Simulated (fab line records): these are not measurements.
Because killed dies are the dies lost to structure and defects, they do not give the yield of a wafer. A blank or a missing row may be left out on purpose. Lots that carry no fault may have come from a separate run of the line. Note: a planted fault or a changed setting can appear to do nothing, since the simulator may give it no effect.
fab line records ; flow nandHarc
[record] lots = 5; wafers = 15; lastDay = 31
route steps=1302 shown A_CONTACT@1071 END@1302
lots that met no fault: from a run of the same line without faults
startH: hours from the record's opening day to when the first of the lot's shown wafers began ; waitH: hours elapsed since this lot's preceding step ; " identical to the entry in the row above ; L1.1+2: several wafers, shown together as one row ; - no value, or no start was given ; * or withheld: withheld ; < > ~ a bound
route shown NAME@n: names a module that has steps shown in the file, with the first one's number in the route ; usual: mean/standard deviation taken from wafers without a fault ; same: alike in all rows ; chamber/n: place in a boat ; sites: readings site by site ; _std_site: standard deviation across them ; _edge_site: inner sites' mean taken away from outer sites' mean ; radiusMm: for every site, how far away it sits from the centre of the wafer ; mask NAME#n: copy n ; behind: tool/chamber where the wafer was last shaped ; hold: why the lot went on hold/how many hours it stayed there/how the hold came to an end ; device: whichever transistor did not switch (one of n, p or np) ; end of line: the same wafers' tests at the end of the route ; a step given without rows: its recipe and nothing more ; killed: count of dies lost to structure and defects at first sort (not the wafer's yield) ; map: shows each die of a wafer: x if killed, . if not, _ if none is there
set.NAME: setting as actually run; set.NAME@STEP: the setting as run at that earlier step ; model.NAME: the simulator's own value behind a step, which no gauge read
lots at selected steps of the route; one table per step, one row per wafer
services: from which hour (startH, from the record's first day; less than 0 if before it) a tool's chamber was out of use, for how many hours, and why
[[steps]]
[step NHARC_A_CONTACT_COAT_87]
[recipe] tempC = 225; timeS = 65
[step NHARC_A_CONTACT_COAT_02]
[recipe] spinRpm = 1500; resistThkNm = 90
[step NHARC_A_CONTACT_SOFTBAKE_03]
[recipe] tempC = 105; timeS = 55
[step NHARC_A_CONTACT_EBR_04]
[step NHARC_A_CONTACT_EXPOSE_05]
[recipe] na = 1.35; sigmaOuter = 0.8; doseMj = 84.24; maskId = A_CC
[step NHARC_A_CONTACT_PEB_06]
[recipe] pebTempC = 100; pebTimeS = 65
[step NHARC_A_CONTACT_DEVELOP_07]
[recipe] developTimeS = 35; devTempC = 23
[step NHARC_A_CONTACT_CD_MEAS_08]
[recipe] targetCdNm = 200; landingEnergyEv = 500
[usual] cdNm = 199.8/0.44
[same] landingEnergyEv = 500
lot.wafer;tool;chamber;startH;waitH;cdNm
L622.1;cdSem-02;0;516.21;-;199.5
L622.3;cdSem-02;0;516.21;-;199.7
L622.4;cdSem-02;0;516.21;-;199.2
L623.1;cdSem-02;0;518.33;-;200.1
L623.2;cdSem-02;0;518.33;-;199.6
L623.5;cdSem-02;0;518.33;-;199.3
L632.2;cdSem-03;0;610.01;-;200.1
L632.4;cdSem-03;0;610.01;-;199.9
L632.6;cdSem-03;0;610.01;-;200.5
L641.1;cdSem-03;0;691.15;-;200.0
L641.4;cdSem-03;0;691.15;-;200.0
L641.5;cdSem-03;0;691.15;-;199.5
L640.3;cdSem-01;0;695.09;-;199.3
L640.4;cdSem-01;0;695.09;-;199.5
L640.5;cdSem-01;0;695.09;-;199.4
[step NHARC_A_CONTACT_OVL_MEAS_09]
[usual] overlayXNm = 0.0/0.78; overlayYNm = -0.1/0.82
lot.wafer;tool;chamber;startH;waitH;overlayXNm;overlayYNm
L622.1;overlay-01;-;516.30;-;0.0;-0.6
L622.3;overlay-01;-;516.30;-;-0.9;-0.7
L622.4;overlay-01;-;516.30;-;-0.6;-0.6
L623.1;overlay-01;-;518.41;-;1.2;0.0
L623.2;overlay-01;-;518.41;-;0.8;-0.1
L623.5;overlay-01;-;518.41;-;0.7;-0.2
L632.2;overlay-01;-;610.09;-;0.1;0.3
L632.4;overlay-01;-;610.09;-;0.2;-0.2
L632.6;overlay-01;-;610.09;-;0.4;-0.1
L641.1;overlay-02;-;691.24;-;0.4;-0.1
L641.4;overlay-02;-;691.24;-;0.4;-0.3
L641.5;overlay-02;-;691.24;-;0.1;0.0
L640.3;overlay-01;-;695.18;-;-0.6;-0.4
L640.4;overlay-01;-;695.18;-;-0.1;-0.8
L640.5;overlay-01;-;695.18;-;0.0;-0.6
[step NHARC_A_CONTACT_INSPECT_10]
[usual] rawDefectCount = 85/38
lot.wafer;tool;chamber;startH;waitH;rawDefectCount
L622.1;defectInspect-02;-;516.34;0.0;16
L622.3;defectInspect-02;-;516.34;0.0;20
L622.4;defectInspect-02;-;516.34;0.0;20
L623.1;defectInspect-02;-;518.45;0.0;107
L623.2;defectInspect-02;-;518.45;0.0;99
L623.5;defectInspect-02;-;518.45;0.0;104
L632.2;defectInspect-01;-;610.13;0.0;18
L632.4;defectInspect-01;-;610.13;0.0;24
L632.6;defectInspect-01;-;610.13;0.0;20
L641.1;defectInspect-02;-;691.28;0.0;63
L641.4;defectInspect-02;-;691.28;0.0;62
L641.5;defectInspect-02;-;691.28;0.0;67
L640.3;defectInspect-02;-;695.22;0.0;63
L640.4;defectInspect-02;-;695.22;0.0;73
L640.5;defectInspect-02;-;695.22;0.0;73
[step NHARC_A_CONTACT_DESCUM_13]
[recipe] timeS = 3; o2FlowSccm = 200; arFlowSccm = 0; biasPowerW = 0; chemistry = O2
[usual] drypumpMotorCurrentA = 5.8/0.36; oesProductAu = 1.000/0.013; rfVppV = 57.9/0.98; showerheadPlenumPTorr = 1.91/0.1; throttleValvePct = 11.311/0.009
lot.wafer;tool;chamber;startH;waitH;drypumpMotorCurrentA;oesProductAu;rfHoursCounterH;rfVppV;showerheadPlenumPTorr;throttleValvePct
L622.4;rieDiel-09;1;516.40;0.1;5.8;1.030;3;58.6;2.06;11.330
L622.1;rieDiel-09;3;516.40;0.1;6.0;1.020;3;57.7;2.08;11.303
L622.3;rieDiel-09;0;516.40;0.1;4.9;0.995;3;55.5;1.90;11.313
L623.1;rieDiel-03;2;518.53;0.1;6.0;0.993;8;58.6;1.93;11.303
L623.2;rieDiel-03;3;518.53;0.1;5.7;0.997;7;57.1;1.77;11.321
L623.5;rieDiel-03;1;518.53;0.1;5.8;0.991;-;57.9;1.94;11.312
L632.2;rieDiel-03;3;610.20;0.1;5.7;1.011;20;57.9;1.77;11.331
L632.4;rieDiel-03;1;610.20;0.1;5.7;0.990;22;58.7;1.94;11.298
L632.6;rieDiel-03;3;610.20;0.1;5.7;1.014;-;58.4;1.77;11.313
L641.1;rieDiel-03;2;691.34;0.1;6.0;0.997;9;59.8;1.92;11.323
L641.4;rieDiel-03;1;691.34;0.1;5.8;0.972;10;57.8;1.93;11.315
L641.5;rieDiel-03;2;691.34;0.1;6.0;1.007;-;57.5;1.92;11.305
L640.3;rieDiel-13;3;695.28;0.1;6.4;0.995;60;57.9;1.78;11.308
L640.4;rieDiel-13;1;695.28;0.1;5.4;1.006;55;58.8;1.91;11.313
L640.5;rieDiel-13;3;695.28;0.1;6.4;0.992;-;56.3;1.78;11.309
[step NHARC_A_CONTACT_ETCH_88]
[recipe] targetDepthA = 390; overEtchFrac = 0.3; timeS = 65; ionEnergyEv = 80; cf4FlowSccm = 150; arFlowSccm = 0; rfW = 300; biasW = 100; chemistry = CF4
[usual] drypumpMotorCurrentA = 5.7/0.38; oesProductAu = 0.999/0.012; rfVppV = 151.3/1.3; runLengthS = 86.4/0.45; showerheadPlenumPTorr = 1.77/0.087; throttleValvePct = 13.284/0.01
lot.wafer;tool;chamber;startH;waitH;drypumpMotorCurrentA;oesProductAu;rfHoursCounterH;rfVppV;runLengthS;showerheadPlenumPTorr;throttleValvePct
L622.3;rieDiel-09;0;516.48;0.1;4.9;0.992;3;151.9;87.4;1.76;13.276
L622.1;rieDiel-09;2;516.48;0.1;6.2;1.005;3;149.1;86.1;1.75;13.277
L622.4;rieDiel-09;3;516.48;0.1;6.0;1.011;3;152.7;86.4;1.91;13.281
L623.1;rieDiel-03;0;518.60;0.1;5.9;1.004;7;148.8;85.7;1.64;13.286
L623.2;rieDiel-03;2;518.60;0.1;6.0;0.994;8;151.1;86.0;1.78;13.280
L623.5;rieDiel-03;0;518.60;0.1;5.9;0.995;-;149.3;86.0;1.64;13.270
L632.2;rieDiel-03;1;610.27;0.1;5.8;0.987;22;151.5;86.5;1.79;13.290
L632.4;rieDiel-03;3;610.27;0.1;5.7;1.000;20;151.0;86.3;1.64;13.299
L632.6;rieDiel-03;1;610.27;0.1;5.8;0.981;-;152.0;86.8;1.79;13.264
L641.4;rieDiel-03;2;691.43;0.1;6.0;1.012;9;150.6;86.0;1.78;13.280
L641.1;rieDiel-03;3;691.43;0.1;5.7;1.004;8;149.7;86.3;1.64;13.285
L641.5;rieDiel-03;0;691.43;0.1;6.0;1.009;-;152.8;85.9;1.91;13.284
L640.4;rieDiel-13;0;695.37;0.1;5.0;0.996;60;152.2;85.8;1.84;13.278
L640.3;rieDiel-13;2;695.37;0.1;5.1;0.997;57;151.4;86.9;1.80;13.299
L640.5;rieDiel-13;0;695.37;0.1;5.0;0.994;-;152.1;85.9;1.84;13.279
[step NHARC_A_CONTACT_ETCH_89]
[recipe] targetDepthA = 2600; overEtchFrac = 0.3; timeS = 475.3; ionEnergyEv = 200; n2FlowSccm = 150; h2FlowSccm = 150; arFlowSccm = 0; rfW = 400; biasW = 150; chemistry = N2/H2
[usual] drypumpMotorCurrentA = 5.8/0.36; oesProductAu = 1.000/0.013; rfVppV = 431/3.1; runLengthS = 496.7/0.42; showerheadPlenumPTorr = 2.04/0.11; throttleValvePct = 14.170/0.0095
lot.wafer;tool;chamber;startH;waitH;drypumpMotorCurrentA;oesProductAu;rfHoursCounterH;rfVppV;runLengthS;showerheadPlenumPTorr;throttleValvePct
L622.1;rieDiel-09;2;516.57;-;6.2;0.998;3;430;496.2;2.01;14.163
L622.4;rieDiel-09;0;516.57;-;4.9;0.980;3;430;497.1;2.03;14.172
L622.3;rieDiel-09;1;516.57;-;5.8;1.020;3;436;497.1;2.20;14.192
L623.1;rieDiel-03;1;518.72;-;5.7;1.003;8;430;497.1;2.07;14.172
L623.2;rieDiel-03;3;518.72;-;5.7;0.992;7;428;496.9;1.88;14.151
L623.5;rieDiel-03;0;518.72;-;6.0;1.000;-;428;496.1;1.88;14.172
L632.4;rieDiel-03;1;610.37;-;5.8;0.986;22;431;496.8;2.06;14.157
L632.2;rieDiel-03;0;610.37;-;6.0;0.989;21;427;361.7;1.87;14.150
L632.6;rieDiel-03;1;610.37;-;5.8;0.981;-;431;497.0;2.06;14.159
L641.1;rieDiel-03;0;691.55;-;6.0;1.000;10;436;496.0;2.22;14.174
L641.4;rieDiel-03;2;691.55;-;6.0;1.012;9;431;496.6;2.05;14.171
L641.5;rieDiel-03;3;691.55;-;5.7;1.009;-;426;496.8;1.87;14.168
L640.3;rieDiel-13;3;695.46;-;6.4;0.994;60;427;495.5;1.90;14.174
L640.4;rieDiel-13;1;695.46;-;5.4;0.998;55;429;496.6;2.04;14.172
L640.5;rieDiel-13;3;695.46;-;6.4;0.992;-;427;495.5;1.90;14.187
[step NHARC_A_CONTACT_ETCH_30]
[recipe] targetDepthA = 726; timeS = 36.3; cf4FlowSccm = 100; chf3FlowSccm = 30; arFlowSccm = 0; rfW = 500; biasW = 200; chemistry = CF4/CHF3
[usual] drypumpMotorCurrentA = 5.8/0.37; oesProductAu = 0.930/0.018; rfVppV = 370.5/2.8; runLengthS = 57.7/0.41; showerheadPlenumPTorr = 1.57/0.078; throttleValvePct = 16.804/0.01
lot.wafer;tool;chamber;startH;waitH;drypumpMotorCurrentA;oesProductAu;rfHoursCounterH;rfVppV;runLengthS;showerheadPlenumPTorr;throttleValvePct
L622.3;rieDiel-09;0;-;-;4.9;0.968;3;369.6;58.2;1.56;16.804
L622.4;rieDiel-09;1;-;-;5.8;0.986;3;374.7;58.4;1.69;16.798
L622.1;rieDiel-09;3;-;-;6.0;0.999;4;374.6;57.3;1.70;16.801
L623.2;rieDiel-03;1;-;-;5.8;0.914;9;370.7;57.6;1.59;16.795
L623.1;rieDiel-03;2;-;-;6.0;0.927;8;371.4;57.9;1.59;16.816
L623.5;rieDiel-03;0;-;-;6.0;0.928;-;365.6;57.3;1.46;16.796
L632.4;rieDiel-03;0;-;-;6.0;0.919;22;365.7;57.2;1.46;16.811
L632.2;rieDiel-03;1;-;-;5.8;0.916;23;372.3;57.7;1.59;16.804
L632.6;rieDiel-03;3;-;-;5.7;0.921;-;366.0;58.1;1.46;16.799
L641.4;rieDiel-03;1;-;-;5.8;0.901;10;371.5;57.6;1.59;16.779
L641.1;rieDiel-03;2;-;-;6.0;0.929;9;370.0;57.7;1.58;16.812
L641.5;rieDiel-03;0;-;-;5.9;0.924;-;374.2;56.9;1.70;16.800
L640.3;rieDiel-13;3;-;-;6.4;0.958;60;366.2;57.1;1.47;16.817
L640.4;rieDiel-13;0;-;-;5.1;0.956;61;372.4;57.2;1.64;16.789
L640.5;rieDiel-13;2;-;-;5.1;0.960;-;372.9;57.5;1.60;16.807
[step NHARC_END_SORT_01]
[recipe] tempC = 25
[usual] killedAtArray = 51/18; killedAtOther = 1.0/1.2; killedAtPeriphery = 3.7/2.9; killedDies = 55/19; killedOpen = 3.5/1.9; killedShort = 2.6/1.6
[same] grossDies = 677
lot.wafer;tool;chamber;startH;waitH;hold;killedAtArray;killedAtOther;killedAtPeriphery;killedDies;killedOpen;killedShort
L622.1;prober-02;0;569.70;2.5;-;27;0;3;30;7;7
L622.3;prober-02;0;571.28;3.1;-;22;0;3;25;4;6
L622.4;prober-02;0;572.07;3.4;-;18;0;4;22;4;1
L632.2;prober-02;0;660.86;2.8;awaitDispo/0.8h/release;635;1;1;637;3;3
L632.4;prober-02;0;662.46;3.4;awaitDispo/0.8h/release;22;1;2;25;1;3
L632.6;prober-02;0;664.06;4.0;awaitDispo/0.8h/release;24;3;6;33;9;1
L641.1;prober-02;0;739.90;2.5;-;43;2;0;45;4;5
L641.4;prober-02;0;742.31;3.4;-;31;0;5;36;4;2
L641.5;prober-02;0;743.11;3.7;-;61;1;3;65;5;4
L640.3;prober-01;0;749.17;3.1;-;49;0;3;52;1;6
L640.4;prober-01;0;749.97;3.4;-;50;1;11;62;3;2
L640.5;prober-01;0;750.77;3.7;-;54;1;3;58;1;5
// killed by level:class
L622.1 A_CHANNEL_HOLE_D2:chamberFilmFlake=3 A_STAIRCASE:chamberFilmFlake=3 A_CONTACT:chamberFilmFlake=3 A_ONON_D1:geometricParticle:short=2 A_CHANNEL_FILL_D2:geometricParticle:short=2 A_BLC:geometricParticle:open=2 A_BLC:geometricParticle:short=2 P_GATE:chamberFilmFlake=2
L622.3 A_CHANNEL_HOLE_D2:chamberFilmFlake=5 A_WL_FILL:chamberFilmFlake=4 A_WL_FILL:geometricParticle:short=3 A_CONTACT:chamberFilmFlake=3 A_BLC:geometricParticle:open=2 P_CONTACT:geometricParticle:short=1 A_ONON_D1:geometricParticle:short=1 A_CHANNEL_FILL_D2:geometricParticle:short=1
L622.4 A_CHANNEL_HOLE_D2:chamberFilmFlake=4 A_CONTACT:chamberFilmFlake=3 P_GATE:chamberFilmFlake=2 A_DECK1_JOINT:chamberFilmFlake=2 A_STAIRCASE:chamberFilmFlake=2 A_WL_FILL:chamberFilmFlake=2 P_M0:geometricParticle:open=1 A_ONON_D1:geometricParticle:open=1
L632.2 A_CONTACT:areaEtch=611 A_STAIRCASE:chamberFilmFlake=4 A_CHANNEL_HOLE_D1:chamberFilmFlake=3 A_CHANNEL_FILL_D2:geometricParticle:short=2 A_ZERO_WELL:chamberFilmFlake=2 A_DECK1_JOINT:chamberFilmFlake=2 A_CONTACT:chamberFilmFlake=2 A_ONON_D1:geometricParticle:open=1
L632.4 A_SLIT:chamberFilmFlake=5 A_SGD_CUT:chamberFilmFlake=4 A_CHANNEL_HOLE_D1:chamberFilmFlake=3 A_CHANNEL_HOLE_D2:chamberFilmFlake=2 A_CHANNEL_FILL_D2:chamberFilmFlake=2 A_CONTACT:chamberFilmFlake=2 P_GATE:geometricParticle:open=1 A_CHANNEL_HOLE_D1:geometricParticle:short=1
L632.6 A_CONTACT:chamberFilmFlake=5 A_CHANNEL_HOLE_D1:chamberFilmFlake=4 A_STAIRCASE:chamberFilmFlake=4 A_DECK1_JOINT:geometricParticle:open=2 A_CHANNEL_FILL_D2:geometricParticle:open=2 A_SGD_CUT:chamberFilmFlake=2 THIN_TSV:chamberFilmFlake=2 P_GATE:geometricParticle:open=1
L641.1 A_CHANNEL_HOLE_D1:chamberFilmFlake=13 A_CONTACT:chamberFilmFlake=8 A_CHANNEL_HOLE_D2:chamberFilmFlake=7 A_SLIT:chamberFilmFlake=4 A_ONON_D2:geometricParticle:short=2 A_CHANNEL_FILL_D2:geometricParticle:open=2 A_CHANNEL_FILL_D1:geometricParticle:open=1 A_CHANNEL_FILL_D1:geometricParticle:short=1
L641.4 A_CHANNEL_HOLE_D1:chamberFilmFlake=7 A_CONTACT:chamberFilmFlake=7 A_CHANNEL_HOLE_D2:chamberFilmFlake=6 A_SLIT:chamberFilmFlake=6 A_M0:geometricParticle:open=2 P_M1:chamberFilmFlake=2 P_GATE:geometricParticle:short=1 P_GATE:geometricParticle:open=1
L641.5 A_CHANNEL_HOLE_D2:chamberFilmFlake=26 A_CHANNEL_HOLE_D1:chamberFilmFlake=12 A_CONTACT:chamberFilmFlake=8 A_SLIT:chamberFilmFlake=6 A_CHANNEL_FILL_D1:chamberFilmFlake=3 P_CONTACT:geometricParticle:open=1 P_M0:geometricParticle:open=1 P_M1:geometricParticle:open=1
L640.3 A_CHANNEL_HOLE_D1:chamberFilmFlake=29 A_SLIT:chamberFilmFlake=5 A_CONTACT:chamberFilmFlake=5 A_ONON_D2:geometricParticle:short=2 A_WL_FILL:chamberFilmFlake=2 P_CONTACT:geometricParticle:short=1 A_CHANNEL_FILL_D1:geometricParticle:open=1 A_DECK1_JOINT:geometricParticle:short=1
L640.4 A_CHANNEL_HOLE_D1:chamberFilmFlake=36 P_M1:chamberFilmFlake=8 A_SLIT:chamberFilmFlake=5 A_CONTACT:chamberFilmFlake=3 A_CHANNEL_FILL_D2:geometricParticle:open=2 A_WL_FILL:chamberFilmFlake=2 P_CONTACT:geometricParticle:open=1 A_CHANNEL_FILL_D1:geometricParticle:short=1
L640.5 A_CHANNEL_HOLE_D1:chamberFilmFlake=32 A_CONTACT:chamberFilmFlake=8 A_SLIT:chamberFilmFlake=7 A_CHANNEL_FILL_D2:geometricParticle:short=2 P_CONTACT:chamberFilmFlake=2 P_CONTACT:geometricParticle:open=1 A_CHANNEL_HOLE_D2:geometricParticle:short=1 A_WL_FILL:geometricParticle:short=1
// map L632.2 (x killed, . not)
____________.____________
_________xxxxx.x_________
_______xxx.xxxx.xx_______
______..xxxxxxxxxxx______
_____.xxxxxxxxxxxxxx_____
____xxxx.xxxxxxxxxx..____
____xxxxxxxxxxxxxxxxx____
___xxxxxxxxxxxxxxxxxxx___
___xxxxxxxxxxxxxxxxxxx___
__xxxxxxxxxxxxxxxxxxxxx__
__xxxxxxxxxxxxxxxxxxxxx__
_xxxxxxxxxxxxxxxxxxxxxxx_
_xxxxxxxxxxxxxxxxxxxxxxx_
_.x.xxxxxxxxxxxxxxxxxxxx_
_.xxxxxxxxxxxxxxxxxxxxxx_
_.xxxxxxxxxxxxxxxxxxxxxx_
.xxx.xxxxxxxxxxxxxxxxxxxx
.xxxxxxxxxxxxxxxxxxxxxxx.
xxxxxxxxxxxxxxxxxxxxxxxxx
xxxxxxxxxxxxxxxxxxxxxxxxx
xxxxxxxxxxxxxxxxxxxxxxxxx
_x..xxxxxxxxxxxxxxxxxxxx_
_xx.xxxxxxxxxxxxxxxxxxx._
_xxxxxxxxxxxxxxxxxxxxx.x_
_x.x.xxxxxxxxxxxxxxxxxxx_
_.xxxxxxxxxxxxxxxxxxxxxx_
__.xxxxxxxxxxxxxxxxx.xx__
__.xxxxxxxxxxxxxxxxxxxx__
___.xxxxxxxxxxxxxxxxx.___
___xxxxxxxxxxxxxxxxxx.___
____xxxxxxxxxxxxxxxxx____
____.xx.xxxxxxxxxxxxx____
_____xxxxxxxxxxxxxxx_____
______xxxxxxx.xx.xx______
_______.xxxx.xxxxx_______
_________.xxxx.x_________
____________x____________
// map L623.1 (x killed, . not)
____________.____________
_________......._________
_______..........._______
______.............______
_____..............._____
____.................____
____.................____
___...................___
___........x..........___
__.........x...........__
__.....................__
_......................._
_........x....x..x......_
_...............xx......_
_x.............x..x....._
_.............xxx.x..x.x_
..............xxxxxxx.x..
..............xxxxxx.....
...x.........x.xxxx...x..
...........x..xxxxxx....x
..............xx.xxx.x..x
_.............xxxx.x...._
_.............xxxx......_
_.................x....._
_.................x....._
_......................._
__.....................__
__.....................__
___...................___
___...................___
____.................____
____.................____
_____..............._____
______.......x.....______
_______..........._______
_________......._________
____________.____________
[[services]]
tool;chamber;startH;hours;kind
rieDiel-09;-;497.23;9.0;pm
rieDiel-03;0;516.39;-;clean
rieDiel-03;1;516.39;-;clean
rieDiel-03;2;516.39;-;clean
rieDiel-03;3;516.39;-;clean
rieDiel-13;-;520.51;9.0;pm
rieDiel-13;1;534.71;5.6;repair
rieDiel-03;0;540.89;-;clean
rieDiel-03;1;540.89;-;clean
rieDiel-03;2;540.89;-;clean
rieDiel-03;3;540.89;-;clean
rieDiel-03;0;565.39;-;clean
rieDiel-03;1;565.39;-;clean
rieDiel-03;2;565.39;-;clean
rieDiel-03;3;565.39;-;clean
rieDiel-03;0;589.97;-;clean
rieDiel-03;1;589.97;-;clean
rieDiel-03;2;589.97;-;clean
rieDiel-03;3;589.97;-;clean
rieDiel-09;1;614.05;21.8;repair
rieDiel-03;-;635.49;9.0;pm
rieDiel-09;2;636.53;4.5;repair
rieDiel-09;-;674.23;9.0;pm
rieDiel-09;-;690.00;1.5;repair
[[key]]
[firstSign] step = NHARC_A_CONTACT_ETCH_89; reading = runLengthS; direction = down; sigmas = 99+; usual = *; struck = *
[effect] step = NHARC_END_SORT_01; reading = killedAtArray; direction = up; sigmas = 32; usual = 51; struck = 635
[moreKillsBornAt] NHARC_A_CONTACT_ETCH_89@rieDiel-03 = 611
metAt NHARC_A_CONTACT_ETCH_89
struckWafers L632.2
laterRowsLeftOut L632.2
testerLeftOut L632
onsetBetween 518.72 610.37
[fault] kind = processParameterDrift; tool = rieDiel-03; chamber = 0; onsetH = 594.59; steps = NHARC_A_CONTACT_ETCH_89; channel = timeS; offset = *; shape = step; endH = 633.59; actsIn = *; stated = *
// testerLeftOut: of these lots the tester's yield and bins aren't shown, on N5 and GAA mostly nor the transistor test; their killed dies are dies lost to structure and defects alone, not to doping, threshold or leakage, so they don't give the yield
// laterRowsLeftOut: the simulator's readings of these wafers behind a module that went badly wrong aren't trusted and aren't shown, but for the sort
